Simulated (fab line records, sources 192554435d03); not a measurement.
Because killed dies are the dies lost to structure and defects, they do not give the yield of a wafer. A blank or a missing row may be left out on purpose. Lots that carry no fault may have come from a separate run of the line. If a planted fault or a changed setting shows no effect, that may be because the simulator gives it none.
fab line records -- flow n5_finfet
[record] lots = 10, wafers = 30, last_day = 19
route steps=1938 shown STI_FIN_REVEAL@188 DUMMY_GATE@215 SDB@375 PASSIVATION@1936
lots untouched by any fault: they come from a run of this same line in which no faults occurred
start_h: the number of hours between the record's first day and the start of the first shown wafer of the lot -- wait_h: hours from the lot's prior step to this one -- " the same as in the row above -- L1.1+2: a row that stands for several wafers -- - no value, or no start was given -- * or withheld: withheld -- < > ~ a bound
route shown NAME@n: NAME is a module with steps in the file, n the number in the route of the first one -- usual: average and standard deviation across the fault-free wafers -- same: alike in all rows -- chamber/n: place in a boat -- sites: each site's reading -- _std_site: the standard deviation of these -- _edge_site: the outer-site mean with the inner-site mean subtracted -- radius_mm: how far each site lies from the wafer's centre -- mask NAME#n: copy n -- behind: the most recent tool/chamber to have shaped the wafer -- hold: why the lot went on hold/how many hours it stayed there/how the hold came to an end -- device: the transistor (n, p or np) that didn't switch -- end of line: the same wafers' tests at the end of the route -- a step with no rows: only its recipe -- killed: count of dies lost to structure and defects at first sort (not the wafer's yield) -- map: a wafer's dies, marking killed ones x, the rest . and places with no die _
set.NAME: the setting that was run; set.NAME@STEP: the one run at that earlier step -- model.NAME: the simulator's own value behind a step, which no gauge read
the route's steps for a sample of lots (tables are steps, rows are wafers)
services: a tool's chamber out of use, with start hour (start_h, from the record's first day; less than 0 if before it), hours out, and reason
[[steps]]
[step N5_STI_FIN_REVEAL_THK_MEAS_05]
[usual] thk_nm = 131.7/1.2
lot.wafer,tool,chamber,start_h,wait_h,thk_nm
L269.1,film_metro-02,-,40.12,-,133.2
L269.3,film_metro-02,-,40.12,-,131.5
L269.6,film_metro-02,-,40.12,-,130.8
L275.2,film_metro-01,-,74.80,-,131.4
L275.4,film_metro-01,-,74.80,-,130.6
L275.6,film_metro-01,-,74.80,-,130.7
L277.1,film_metro-02,-,89.62,-,131.2
L277.2,film_metro-02,-,89.62,-,133.1
L277.5,film_metro-02,-,89.62,-,130.4
L278.2,film_metro-01,-,96.21,-,131.4
L278.4,film_metro-01,-,96.21,-,130.5
L278.5,film_metro-01,-,96.21,-,130.7
L279.2,film_metro-02,-,103.45,-,130.7
L279.4,film_metro-02,-,103.45,-,131.4
L279.6,film_metro-02,-,103.45,-,130.9
L281.3,film_metro-02,-,112.28,-,134.0
L281.4,film_metro-02,-,112.28,-,131.0
L281.5,film_metro-02,-,112.28,-,132.2
L282.1,film_metro-02,-,116.52,-,132.5
L282.2,film_metro-02,-,116.52,-,131.7
L282.5,film_metro-02,-,116.52,-,131.1
L284.1,film_metro-02,-,128.69,-,131.0
L284.4,film_metro-02,-,128.69,-,129.6
L284.6,film_metro-02,-,128.69,-,130.8
L288.3,film_metro-01,-,153.92,-,132.0
L288.4,film_metro-01,-,153.92,-,132.2
L288.5,film_metro-01,-,153.92,-,130.6
L291.1,film_metro-02,-,172.71,-,130.7
L291.3,film_metro-02,-,172.71,-,132.8
L291.6,film_metro-02,-,172.71,-,130.3
[step N5_STI_FIN_REVEAL_CD_MEAS_22]
[recipe] target_cd_nm = 6.238, pitch_nm = 28, polarity = line
[usual] cd_nm = 6.26/0.27
lot.wafer,tool,chamber,start_h,wait_h,cd_nm
L269.1,cd_sem-03,-,43.60,0.0,6.29
L269.3,cd_sem-03,-,43.60,0.0,6.29
L269.6,cd_sem-03,-,43.60,0.0,6.26
L275.2,cd_sem-03,-,78.02,0.0,6.19
L275.4,cd_sem-03,-,78.02,0.0,6.06
L275.6,cd_sem-03,-,78.02,0.0,6.15
L277.1,cd_sem-01,-,92.87,0.0,6.15
L277.2,cd_sem-01,-,92.87,0.0,6.35
L277.5,cd_sem-01,-,92.87,0.0,5.80
L278.2,cd_sem-01,-,99.62,0.0,5.88
L278.4,cd_sem-01,-,99.62,0.0,5.94
L278.5,cd_sem-01,-,99.62,0.0,6.22
L279.2,cd_sem-03,-,106.83,0.0,5.91
L279.4,cd_sem-03,-,106.83,0.0,6.03
L279.6,cd_sem-03,-,106.83,0.0,6.19
L281.3,cd_sem-03,-,115.49,0.0,6.18
L281.4,cd_sem-03,-,115.49,0.0,6.00
L281.5,cd_sem-03,-,115.49,0.0,6.49
L282.1,cd_sem-03,-,119.69,0.0,6.08
L282.2,cd_sem-03,-,119.69,0.0,6.85
L282.5,cd_sem-03,-,119.69,0.0,6.11
L284.1,cd_sem-03,-,131.91,0.0,6.59
L284.4,cd_sem-03,-,131.91,0.0,5.89
L284.6,cd_sem-03,-,131.91,0.0,6.20
L288.3,cd_sem-01,-,157.47,0.0,6.32
L288.4,cd_sem-01,-,157.47,0.0,5.98
L288.5,cd_sem-01,-,157.47,0.0,6.00
L291.1,cd_sem-02,-,176.06,0.0,6.89
L291.3,cd_sem-02,-,176.06,0.0,6.64
L291.6,cd_sem-02,-,176.06,0.0,6.54
[step N5_DUMMY_GATE_CVD_03]
[recipe] material = a-Si, target_thk_a = 1500, temp_c = 530, precursor = SiH4, time_s = 8042
[usual] susceptor_temp_C = 529.99/0.2, zone_power_centre_pct = 7.6/0.66
[same] time_s = 8042
lot.wafer,tool,chamber,start_h,wait_h,susceptor_temp_C,zone_power_centre_pct
L269.1,lpcvd-02,1/65,43.96,0.1,530.01,8.5
L269.3,lpcvd-02,1/75,43.96,0.1,530.01,8.5
L269.6,lpcvd-02,1/89,43.96,0.1,530.01,8.5
L275.2,lpcvd-02,1/95,78.33,0.1,529.94,8.5
L275.4,lpcvd-02,1/104,78.33,0.1,529.94,8.5
L275.6,lpcvd-02,1/114,78.33,0.1,529.94,8.5
L277.1,lpcvd-01,0/15,94.41,0.1,530.15,7.2
L277.2,lpcvd-01,0/20,94.41,0.1,530.15,7.2
L277.5,lpcvd-01,0/34,94.41,0.1,530.15,7.2
L278.2,lpcvd-01,0/95,100.28,0.1,530.21,7.1
L278.4,lpcvd-01,0/104,100.28,0.1,530.21,7.1
L278.5,lpcvd-01,0/109,100.28,0.1,530.21,7.1
L279.2,lpcvd-01,0/70,107.31,0.1,529.65,7.1
L279.4,lpcvd-01,0/79,107.31,0.1,529.65,7.1
L279.6,lpcvd-01,0/89,107.31,0.1,529.65,7.1
L281.3,lpcvd-02,0/50,115.81,0.1,530.17,6.7
L281.4,lpcvd-02,0/54,115.81,0.1,530.17,6.7
L281.5,lpcvd-02,0/59,115.81,0.1,530.17,6.7
L282.1,lpcvd-01,0/15,120.56,0.6,530.12,7.2
L282.2,lpcvd-01,0/20,120.56,0.6,530.12,7.2
L282.5,lpcvd-01,0/34,120.56,0.6,530.12,7.2
L284.1,lpcvd-01,0/40,132.23,0.1,530.06,7.2
L284.4,lpcvd-01,0/54,132.23,0.1,530.06,7.2
L284.6,lpcvd-01,0/64,132.23,0.1,530.06,7.2
L288.3,lpcvd-01,1/100,158.27,0.1,530.01,7.5
L288.4,lpcvd-01,1/104,158.27,0.1,530.01,7.5
L288.5,lpcvd-01,1/109,158.27,0.1,530.01,7.5
L291.1,lpcvd-02,0/65,176.39,0.1,530.03,6.7
L291.3,lpcvd-02,0/75,176.39,0.1,530.03,6.7
L291.6,lpcvd-02,0/89,176.39,0.1,530.03,6.7
[step N5_DUMMY_GATE_CMP_04]
[recipe] material = a-Si, post_cmp_clean = alkaline_brush
[usual] motor_current_A = 10.2/0.76, time_to_endpoint_s = 13.2/2.4
lot.wafer,tool,chamber,start_h,wait_h,motor_current_A,time_to_endpoint_s
L269.3,cmp-02,2,47.76,0.1,10.2,13.1
L269.1,cmp-02,3,47.76,0.1,9.6,16.4
L269.6,cmp-02,0,47.76,0.1,11.4,11.9
L275.2,cmp-02,0,82.07,0.0,11.4,11.3
L275.4,cmp-02,2,82.07,0.0,10.6,13.5
L275.6,cmp-02,0,82.07,0.0,11.6,11.5
L277.1,cmp-04,0,98.14,0.0,10.4,13.6
L277.2,cmp-04,1,98.14,0.0,11.8,11.7
L277.5,cmp-04,1,98.14,0.0,11.2,10.6
L278.4,cmp-04,1,104.03,0.0,10.7,10.2
L278.2,cmp-04,0,104.03,0.0,10.2,16.1
L278.5,cmp-04,2,104.03,0.0,10.3,11.1
L279.4,cmp-02,0,111.11,0.1,12.1,11.1
L279.2,cmp-02,1,111.11,0.1,10.2,10.6
L279.6,cmp-02,3,111.11,0.1,9.4,10.8
L281.3,cmp-01,3,119.56,0.0,9.2,12.8
L281.4,cmp-01,1,119.56,0.0,9.8,13.3
L281.5,cmp-01,3,119.56,0.0,9.4,10.3
L282.1,cmp-01,1,124.31,0.0,9.8,14.5
L282.2,cmp-01,3,124.31,0.0,8.8,9.9
L282.5,cmp-01,1,124.31,0.0,9.0,12.5
L284.1,cmp-04,0,136.12,0.2,10.2,16.5
L284.4,cmp-04,1,136.12,0.2,11.1,12.3
L284.6,cmp-04,0,136.12,0.2,10.4,16.1
L288.4,cmp-01,1,162.18,0.2,9.9,17.0
L288.3,cmp-01,3,162.18,0.2,9.0,14.7
L288.5,cmp-01,1,162.18,0.2,10.0,18.5
L291.1,cmp-04,2,180.13,0.0,10.2,14.6
L291.3,cmp-04,0,180.13,0.0,10.5,17.1
L291.6,cmp-04,3,180.13,0.0,9.3,16.4
[step N5_DUMMY_GATE_THK_MEAS_05]
[usual] thk_nm = 72.1/1.2
lot.wafer,tool,chamber,start_h,wait_h,thk_nm
L269.1,film_metro-01,-,47.93,0.1,73.4
L269.3,film_metro-01,-,47.93,0.1,71.6
L269.6,film_metro-01,-,47.93,0.1,71.3
L275.2,film_metro-01,-,82.31,0.2,70.7
L275.4,film_metro-01,-,82.31,0.2,73.4
L275.6,film_metro-01,-,82.31,0.2,71.8
L277.1,film_metro-02,-,98.38,0.2,71.9
L277.2,film_metro-02,-,98.38,0.2,69.6
L277.5,film_metro-02,-,98.38,0.2,70.0
L278.2,film_metro-01,-,104.27,0.1,72.7
L278.4,film_metro-01,-,104.27,0.1,70.1
L278.5,film_metro-01,-,104.27,0.1,71.7
L279.2,film_metro-02,-,111.29,0.1,71.9
L279.4,film_metro-02,-,111.29,0.1,70.6
L279.6,film_metro-02,-,111.29,0.1,70.5
L281.3,film_metro-02,-,119.80,0.2,71.6
L281.4,film_metro-02,-,119.80,0.2,73.7
L281.5,film_metro-02,-,119.80,0.2,71.4
L282.1,film_metro-01,-,124.55,0.2,48.3
L282.2,film_metro-01,-,124.55,0.2,47.6
L282.5,film_metro-01,-,124.55,0.2,49.2
L284.1,film_metro-02,-,136.36,0.2,47.6
L284.4,film_metro-02,-,136.36,0.2,45.2
L284.6,film_metro-02,-,136.36,0.2,47.9
L288.3,film_metro-02,-,162.43,0.1,71.1
L288.4,film_metro-02,-,162.43,0.1,73.3
L288.5,film_metro-02,-,162.43,0.1,74.8
L291.1,film_metro-02,-,180.37,0.2,74.2
L291.3,film_metro-02,-,180.37,0.2,73.8
L291.6,film_metro-02,-,180.37,0.2,72.9
[step N5_DUMMY_GATE_ETCH_44]
[recipe] chemistry = HBr/O2, over_etch_frac = 0.7, target_depth_a = 1275, stop_on = SiO2, ion_energy_ev = 60, bias_w = 20, target = poly-Si, mask_material = SiO2, pressure_mtorr = 20, icp_w = 400, HBr_flow_sccm = 120, O2_flow_sccm = 10
[usual] O2_flow_sccm = 10.000/0.026, chamber_pressure_mTorr = 20.001/0.02, drypump_motor_current_A = 6.0/0.4, he_backside_leak_sccm = 2.7/0.35, oes_product_au = 0.724/0.011, throttle_valve_pct = 18.48/0.19
lot.wafer,tool,chamber,start_h,wait_h,O2_flow_sccm,chamber_pressure_mTorr,drypump_motor_current_A,he_backside_leak_sccm,oes_product_au,rf_hours_counter_h,throttle_valve_pct
L269.1,rie_si-05,0,53.11,0.0,10.022,20.017,6.1,2.6,0.727,104,18.21
L269.3,rie_si-05,3,53.11,0.0,10.004,19.993,5.6,2.7,0.736,182,18.65
L269.6,rie_si-05,1,53.11,0.0,10.003,19.994,6.7,3.2,0.708,-,18.82
L275.2,rie_si-05,1,87.75,0.0,10.018,19.996,6.7,3.1,0.708,175,18.82
L275.4,rie_si-05,0,87.75,0.0,9.997,19.989,6.1,2.6,0.716,105,18.20
L275.6,rie_si-05,0,87.75,0.0,10.047,19.989,6.1,2.6,0.718,-,18.20
L277.1,rie_si-03,3,103.58,0.0,10.024,19.980,4.9,3.0,0.721,183,18.35
L277.2,rie_si-03,0,103.58,0.0,10.019,19.967,6.1,3.4,0.704,181,18.42
L277.5,rie_si-03,1,103.58,0.0,9.992,20.009,5.9,2.4,0.725,-,18.62
L278.2,rie_si-05,1,109.48,0.0,9.997,19.977,6.7,2.6,0.712,176,18.81
L278.4,rie_si-05,3,109.48,0.0,9.969,19.993,5.7,2.7,0.716,183,18.65
L278.5,rie_si-05,3,109.48,0.0,9.939,19.984,5.7,2.8,0.734,-,18.66
L279.2,rie_si-06,0,116.59,0.0,9.994,19.975,6.3,2.9,0.729,171,18.44
L279.4,rie_si-06,2,116.59,0.0,9.977,20.022,5.8,2.5,0.724,89,18.46
L279.6,rie_si-06,1,116.59,0.0,10.004,20.025,5.7,2.7,0.718,-,18.46
L281.3,rie_si-06,0,125.58,0.0,10.045,19.998,6.2,2.6,0.728,171,18.45
L281.4,rie_si-06,1,125.58,0.0,9.975,19.995,5.8,2.7,0.733,38,18.47
L281.5,rie_si-06,3,125.58,0.0,9.980,20.020,6.3,2.5,0.714,-,18.64
L282.1,rie_si-03,1,129.80,0.0,9.936,20.022,5.9,2.5,0.612,7,18.62
L282.2,rie_si-03,2,129.80,0.0,9.974,19.997,5.7,2.4,0.597,5,18.11
L282.5,rie_si-03,1,129.80,0.0,9.984,19.997,5.9,2.4,0.618,-,18.63
L284.1,rie_si-06,2,141.67,0.0,10.043,20.013,5.8,2.6,0.613,90,18.46
L284.4,rie_si-06,3,141.67,0.0,10.026,20.012,6.3,2.4,0.585,77,18.64
L284.6,rie_si-06,3,141.67,0.0,9.996,20.021,6.3,2.4,0.606,-,18.63
L288.3,rie_si-05,3,167.95,0.0,9.996,19.989,5.6,4.0,0.732,184,18.64
L288.4,rie_si-05,1,167.95,0.0,10.005,20.020,6.7,2.8,0.716,177,18.81
L288.5,rie_si-05,2,167.95,0.0,10.045,19.976,6.2,2.4,0.743,-,18.39
L291.1,rie_si-05,1,185.82,0.0,9.962,19.979,6.7,3.2,0.711,177,18.81
L291.3,rie_si-05,3,185.82,0.0,9.961,19.990,5.6,2.7,0.740,184,18.64
L291.6,rie_si-05,3,185.82,0.0,9.993,20.033,5.6,2.6,0.738,-,18.63
[step N5_SDB_THK_MEAS_31]
[recipe] reads = a-Si_of_DUMMY_GATE_CVD_03
[usual] SDB_THK = 64.3/1.2
lot.wafer,tool,chamber,start_h,wait_h,SDB_THK[nm]
L269.1,film_metro-02,-,77.55,-,65.5
L269.3,film_metro-02,-,77.55,-,63.9
L269.6,film_metro-02,-,77.55,-,63.5
L275.2,film_metro-01,-,110.75,-,62.9
L275.4,film_metro-01,-,110.75,-,65.5
L275.6,film_metro-01,-,110.75,-,64.0
L277.1,film_metro-01,-,126.84,-,64.2
L277.2,film_metro-01,-,126.84,-,61.8
L277.5,film_metro-01,-,126.84,-,62.3
L278.2,film_metro-02,-,132.43,-,64.8
L278.4,film_metro-02,-,132.43,-,62.3
L278.5,film_metro-02,-,132.43,-,63.9
L279.2,film_metro-02,-,138.46,-,64.1
L279.4,film_metro-02,-,138.46,-,62.8
L279.6,film_metro-02,-,138.46,-,62.8
L281.3,film_metro-01,-,147.98,-,63.8
L281.4,film_metro-01,-,147.98,-,66.0
L281.5,film_metro-01,-,147.98,-,63.7
L282.1,film_metro-02,-,151.22,-,40.6
L282.2,film_metro-02,-,151.22,-,39.8
L282.5,film_metro-02,-,151.22,-,41.5
L284.1,film_metro-01,-,164.21,-,39.8
L284.4,film_metro-01,-,164.21,-,37.4
L284.6,film_metro-01,-,164.21,-,40.2
L288.3,film_metro-01,-,190.77,-,63.4
L288.4,film_metro-01,-,190.77,-,65.5
L288.5,film_metro-01,-,190.77,-,67.0
L291.1,film_metro-02,-,207.78,-,66.5
L291.3,film_metro-02,-,207.78,-,66.0
L291.6,film_metro-02,-,207.78,-,65.1
[step N5_PASSIVATION_PROBE_49]
[usual] defect_limited_yield = 91.0/1.4, killed_at_M0_to_M3 = 33/11, killed_at_M4_up = 14/5, killed_at_contacts = 11/7.3, killed_at_front_end = 43/12, killed_at_other = 4/3.1, killed_dies = 106/17, killed_on_rim = 14/3.8, killed_open = 69/13, killed_short = 34/8.7, sort_bin_5_function = 5.2/0.96, sort_bin_6_memory = 3.3/0.66, sort_bin_8_speed = 0.00/0.012, sort_n_pass = 1074/17, sort_yield_pct = 91.0/1.4
[same] gross_dies = 1180, killed_at_back_side = 0, sort_bin_4_leakage[%] = 0
lot.wafer,tool,chamber,start_h,wait_h,defect_limited_yield[%],killed_at_M0_to_M3,killed_at_M4_up,killed_at_contacts,killed_at_front_end,killed_at_other,killed_dies,killed_on_rim,killed_open,killed_short,sort_bin_5_function[%],sort_bin_6_memory[%],sort_bin_8_speed[%],sort_n_pass,sort_yield_pct[%]
L269.1,prober-02,-,318.22,0.0,92.1,22,24,8,38,1,93,7,72,21,4.5,3.1,0,1087,92.1
L269.3,prober-02,-,318.32,0.1,90.7,36,17,5,52,0,110,17,80,29,5.3,3.6,0,1070,90.7
L269.6,prober-02,-,318.47,0.3,91.4,35,14,7,43,3,102,12,69,32,5.0,3.6,0,1078,91.4
L275.2,prober-02,-,346.11,0.1,92.2,32,14,12,33,1,92,16,49,39,3.9,3.2,0,1088,92.2
L275.4,prober-02,-,346.21,0.2,90.3,28,11,14,59,3,115,15,60,53,5.5,3.3,0,1065,90.3
L275.6,prober-02,-,346.31,0.3,92.6,24,3,16,43,1,87,12,44,43,4.3,2.6,0,1093,92.6
L279.2,prober-02,-,357.36,0.1,92.5,26,10,14,38,1,89,15,56,31,4.5,2.4,0,1091,92.5
L279.4,prober-02,-,357.46,0.2,89.1,34,20,4,67,4,129,18,72,50,6.1,3.5,0,1051,89.1
L279.6,prober-02,-,357.56,0.3,88.7,41,18,7,64,3,133,16,83,47,6.6,3.8,0,1047,88.7
L277.1,prober-01,-,365.96,0.0,91.4,37,24,8,30,3,102,11,66,32,4.3,3.6,0,1078,91.4
L277.2,prober-01,-,366.01,0.1,92.7,40,6,13,24,3,86,17,53,33,4.5,2.5,0,1094,92.7
L277.5,prober-01,-,366.16,0.2,90.9,31,15,19,29,13,107,8,63,43,5.5,3.1,0.08,1072,90.8
L278.2,prober-02,-,377.75,0.1,88.8,63,10,12,43,4,132,18,86,38,5.7,4.6,0,1048,88.8
L278.4,prober-02,-,377.85,0.2,87.2,84,9,16,36,6,151,20,91,60,7.3,4.9,0,1029,87.2
L278.5,prober-02,-,377.90,0.2,88.5,53,15,8,57,3,136,22,99,35,7.2,4.0,0,1044,88.5
L281.3,prober-02,-,384.38,0.1,91.7,27,5,17,43,6,98,12,59,39,4.4,3.3,0,1082,91.7
L281.4,prober-02,-,384.43,0.2,92.0,21,10,15,41,7,94,12,58,35,4.4,3.4,0,1086,92.0
L281.5,prober-02,-,384.48,0.2,90.3,44,10,13,42,6,115,11,82,33,5.3,4.1,0,1065,90.3
L288.3,prober-01,-,438.28,0.1,90.9,42,16,15,30,4,107,15,76,28,4.3,4.4,0,1073,90.9
L288.4,prober-01,-,438.33,0.2,89.2,49,28,17,31,2,127,15,92,32,6.5,4.0,0,1053,89.2
L288.5,prober-01,-,438.38,0.2,91.9,40,21,4,28,2,95,14,72,16,4.3,3.1,0,1085,91.9
L291.1,prober-01,-,450.79,0.0,90.6,24,26,17,40,4,111,14,72,36,5.6,3.6,0,1069,90.6
L291.3,prober-01,-,450.89,0.1,91.4,28,22,6,38,7,101,15,62,28,5.4,2.3,0,1079,91.4
L291.6,prober-01,-,451.04,0.3,88.5,35,24,17,57,3,136,18,83,51,7.9,2.8,0,1044,88.5
// killed by level:class
L269.1 BEOL_M4:geometric_particle:open=12 BEOL_M1:geometric_particle:open=7 BEOL_M3:geometric_particle:open=6 GATE_CUT:geometric_particle:short=6 GATE_CUT:geometric_particle:open=6 MOL_CONTACT_COAG:geometric_particle:open=6 STI_FIN_REVEAL:geometric_particle:open=5 BEOL_M2:geometric_particle:open=5
L269.3 STI_FIN_REVEAL:geometric_particle:open=26 BEOL_M0_SAQP:geometric_particle:short=10 BEOL_M1:geometric_particle:open=10 DUMMY_GATE:geometric_particle:open=9 BEOL_M4:geometric_particle:open=7 BEOL_M2:geometric_particle:open=6 MOL_CONTACT_COAG:geometric_particle:open=5 STARTING-WAFER:geometric_particle:short=5
L269.6 STI_FIN_REVEAL:geometric_particle:open=12 BEOL_M2:geometric_particle:open=9 FIN_SAQP:geometric_particle:short=7 GATE_CUT:geometric_particle:short=7 MOL_CONTACT_COAG:geometric_particle:open=7 BEOL_M1:geometric_particle:open=7 BEOL_M3:geometric_particle:open=5 GATE_CUT:geometric_particle:open=4
L275.2 FIN_SAQP:geometric_particle:short=10 BEOL_M0_SAQP:geometric_particle:open=10 MOL_CONTACT_COAG:geometric_particle:open=9 BEOL_M0_SAQP:geometric_particle:short=9 FIN_SAQP:geometric_particle:open=5 GATE_CUT:geometric_particle:short=5 BEOL_M3:geometric_particle:open=5 BEOL_M2:geometric_particle:open=4
L275.4 STI_FIN_REVEAL:geometric_particle:open=14 FIN_SAQP:geometric_particle:short=9 MOL_CONTACT_COAG:geometric_particle:short=8 BEOL_M1:geometric_particle:open=7 GATE_CUT:geometric_particle:short=7 STARTING-WAFER:geometric_particle:short=7 MOL_CONTACT_COAG:geometric_particle:open=6 BEOL_M0_SAQP:geometric_particle:short=6
L275.6 FIN_SAQP:geometric_particle:short=16 FIN_SAQP:geometric_particle:open=10 MOL_CONTACT_COAG:geometric_particle:open=10 MOL_CONTACT_COAG:geometric_particle:short=6 BEOL_M0_SAQP:geometric_particle:open=5 BEOL_M0_SAQP:geometric_particle:short=5 BEOL_M2:geometric_particle:open=5 BEOL_M3:geometric_particle:short=4
L279.2 MOL_CONTACT_COAG:geometric_particle:open=11 FIN_SAQP:geometric_particle:short=7 GATE_CUT:geometric_particle:short=7 BEOL_M0_SAQP:geometric_particle:short=6 BEOL_M0_SAQP:geometric_particle:open=6 BEOL_M2:geometric_particle:open=5 BEOL_M3:geometric_particle:open=5 STARTING-WAFER:geometric_particle:open=5
L279.4 GATE_CUT:geometric_particle:short=14 FIN_SAQP:geometric_particle:short=12 BEOL_M4:geometric_particle:open=12 FIN_SAQP:geometric_particle:open=11 BEOL_M0_SAQP:geometric_particle:open=9 HKMG_FIN:area_etch=7 STI_FIN_REVEAL:geometric_particle:open=6 BEOL_M1:geometric_particle:open=6
L279.6 FIN_SAQP:geometric_particle:short=20 BEOL_M0_SAQP:geometric_particle:open=12 FIN_SAQP:geometric_particle:open=10 BEOL_M2:geometric_particle:open=10 BEOL_M4:geometric_particle:open=9 DUMMY_GATE:geometric_particle:open=6 GATE_CUT:geometric_particle:short=5 MOL_CONTACT_COAG:geometric_particle:open=5
L277.1 BEOL_M0_SAQP:geometric_particle:short=11 BEOL_M0_SAQP:geometric_particle:open=10 STI_FIN_REVEAL:geometric_particle:open=8 MOL_CONTACT_COAG:geometric_particle:open=7 BEOL_M1:geometric_particle:open=6 BEOL_M2:geometric_particle:open=6 BEOL_M8:geometric_particle:open=6 DUMMY_GATE:geometric_particle:open=4
L277.2 MOL_CONTACT_COAG:geometric_particle:open=13 BEOL_M1:geometric_particle:open=9 BEOL_M2:geometric_particle:open=9 BEOL_M0:geometric_particle:short=6 BEOL_M1:geometric_particle:short=6 FIN_SAQP:geometric_particle:open=5 GATE_CUT:geometric_particle:short=4 BEOL_M0_SAQP:geometric_particle:short=4
L277.5 MOL_CONTACT_COAG:geometric_particle:open=12 GATE_CUT:geometric_particle:short=8 MOL_CONTACT_COAG:geometric_particle:short=7 STI_FIN_REVEAL:geometric_particle:open=6 BEOL_M4:geometric_particle:open=6 BEOL_M0_SAQP:geometric_particle:open=5 BEOL_M3:geometric_particle:open=5 BEOL_M1:geometric_particle:short=4
L278.2 BEOL_M0_SAQP:geometric_particle:open=17 BEOL_M0_SAQP:geometric_particle:short=17 BEOL_M2:geometric_particle:open=14 MOL_CONTACT_COAG:geometric_particle:open=12 DUMMY_GATE:geometric_particle:open=10 HKMG_FIN:area_etch=7 STI_FIN_REVEAL:geometric_particle:open=6 GATE_CUT:geometric_particle:open=6
L278.4 BEOL_M0_SAQP:geometric_particle:short=32 BEOL_M0_SAQP:geometric_particle:open=28 MOL_CONTACT_COAG:geometric_particle:open=13 STI_FIN_REVEAL:geometric_particle:open=8 DUMMY_GATE:geometric_particle:open=8 BEOL_M2:geometric_particle:open=8 BEOL_M1:geometric_particle:open=5 BEOL_M4:geometric_particle:open=5
L278.5 STI_FIN_REVEAL:geometric_particle:open=28 BEOL_M2:geometric_particle:open=14 BEOL_M0_SAQP:geometric_particle:open=11 BEOL_M0_SAQP:geometric_particle:short=9 STI_FIN_REVEAL:geometric_particle:short=7 DUMMY_GATE:geometric_particle:open=7 MOL_CONTACT_COAG:geometric_particle:open=7 BEOL_M3:geometric_particle:open=7
L281.3 BEOL_M0_SAQP:geometric_particle:short=14 MOL_CONTACT_COAG:geometric_particle:open=14 STI_FIN_REVEAL:geometric_particle:open=11 FIN_SAQP:geometric_particle:open=10 FIN_SAQP:geometric_particle:short=5 STI_FIN_REVEAL:geometric_particle:short=4 DUMMY_GATE:geometric_particle:open=4 BEOL_M0_SAQP:geometric_particle:open=4
L281.4 MOL_CONTACT_COAG:geometric_particle:open=13 FIN_SAQP:geometric_particle:open=10 STI_FIN_REVEAL:geometric_particle:open=10 FIN_SAQP:geometric_particle:short=6 BEOL_M1:geometric_particle:open=6 BEOL_M0_SAQP:geometric_particle:short=5 STI_FIN_REVEAL:geometric_particle:short=4 GATE_CUT:geometric_particle:short=4
L281.5 STI_FIN_REVEAL:geometric_particle:open=15 BEOL_M0_SAQP:geometric_particle:open=13 BEOL_M0_SAQP:geometric_particle:short=12 MOL_CONTACT_COAG:geometric_particle:open=11 FIN_SAQP:geometric_particle:open=10 BEOL_M1:geometric_particle:open=7 BEOL_M1:geometric_particle:short=5 BEOL_M2:geometric_particle:open=5
L288.3 MOL_CONTACT_COAG:geometric_particle:open=13 BEOL_M0_SAQP:geometric_particle:open=9 BEOL_M2:geometric_particle:open=8 BEOL_M4:geometric_particle:open=8 STI_FIN_REVEAL:geometric_particle:open=7 BEOL_M0_SAQP:geometric_particle:short=7 DUMMY_GATE:geometric_particle:open=6 BEOL_M0:geometric_particle:open=5
L288.4 BEOL_M4:geometric_particle:open=18 MOL_CONTACT_COAG:geometric_particle:open=13 BEOL_M3:geometric_particle:open=11 BEOL_M2:geometric_particle:open=10 BEOL_M0_SAQP:geometric_particle:open=7 STARTING-WAFER:geometric_particle:open=6 FIN_SAQP:geometric_particle:open=6 BEOL_M0:geometric_particle:open=6
L288.5 BEOL_M1:geometric_particle:open=12 BEOL_M4:geometric_particle:open=12 BEOL_M2:geometric_particle:open=10 BEOL_M0_SAQP:geometric_particle:open=7 STI_FIN_REVEAL:geometric_particle:open=5 STARTING-WAFER:geometric_particle:open=5 BEOL_M0_SAQP:geometric_particle:short=4 HKMG_FIN:area_etch=4
L291.1 MOL_CONTACT_COAG:geometric_particle:open=16 FIN_SAQP:geometric_particle:short=9 BEOL_M4:geometric_particle:open=8 BEOL_M5:geometric_particle:open=7 FIN_SAQP:geometric_particle:open=5 STI_FIN_REVEAL:geometric_particle:open=5 BEOL_M0_SAQP:geometric_particle:open=5 BEOL_M0_SAQP:geometric_particle:short=5
L291.3 BEOL_M2:geometric_particle:open=8 BEOL_M5:geometric_particle:open=8 HKMG_FIN:area_etch=8 BEOL_M0_SAQP:geometric_particle:open=7 STI_FIN_REVEAL:geometric_particle:open=6 BEOL_M0_SAQP:geometric_particle:short=5 BEOL_M4:geometric_particle:open=5 FIN_SAQP:geometric_particle:short=4
L291.6 BEOL_M2:geometric_particle:open=10 FIN_SAQP:geometric_particle:open=9 MOL_CONTACT_COAG:geometric_particle:short=9 FIN_SAQP:geometric_particle:short=8 MOL_CONTACT_COAG:geometric_particle:open=8 BEOL_M0_SAQP:geometric_particle:open=8 BEOL_M5:geometric_particle:open=8 BEOL_M4:geometric_particle:open=7
[[services]]
tool,chamber,start_h,hours,kind
rie_si-03,2,24.50,6.2,repair
rie_si-06,-,30.57,2.8,pm
rie_si-05,-,34.69,4.3,pm
cmp-02,-,36.87,6.4,repair
cmp-04,-,44.56,5.1,pm
cmp-02,-,54.86,3.2,pm
rie_si-05,2,55.41,3.8,repair
cmp-01,-,56.21,4.0,pm
cmp-01,-,60.21,-,consumable_replace:conditioner
cmp-01,-,60.21,-,consumable_replace:pad
cmp-02,-,60.73,1.8,repair
cmp-02,-,63.68,1.8,repair
cmp-01,-,74.32,0.8,repair
cmp-04,-,79.42,0.4,repair
cmp-01,-,122.23,2.0,repair
cmp-01,-,149.83,0.3,repair
cmp-02,-,158.84,4.6,pm
cmp-02,-,164.31,1.0,repair
cmp-01,-,178.30,3.8,pm
cmp-01,-,184.37,8.5,repair
cmp-04,-,184.95,0.2,repair
[[key]]
[first_sign] step = N5_DUMMY_GATE_THK_MEAS_05, reading = thk_nm, direction = down, sigmas = 20, usual = *, struck = *
[effect] step = N5_DUMMY_GATE_ETCH_44, reading = oes_product_au, direction = down, sigmas = 11, usual = 0.724, struck = 0.605
[effect] step = N5_SDB_THK_MEAS_31, reading = SDB_THK, direction = down, sigmas = 20, usual = 64.3, struck = 39.9
met_at N5_DUMMY_GATE_CVD_03
struck_lots L282,L284
struck_wafers L282.1,L282.2,L282.5,L284.1,L284.4,L284.6
rows_end L282.1,L282.2,L282.5,L284.1,L284.4,L284.6
not_acting_at N5_STI_FIN_REVEAL_THK_MEAS_05,N5_STI_FIN_REVEAL_CD_MEAS_22,N5_DUMMY_GATE_CMP_04
onset_between 107.31 120.56
[fault] kind = site_profile_drift, tool = lpcvd-01, chamber = 0, onset_h = 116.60, steps = N5_DUMMY_GATE_CVD_03, basis = fraction, max_abs_drift = 0.38974, slope_share_per_hr = 86.608, site_pattern = 0,0,0,0,0,-1,-1,-1,-1
// rows_end: these wafers met a further fault down the route, and their rows from its step on are left out
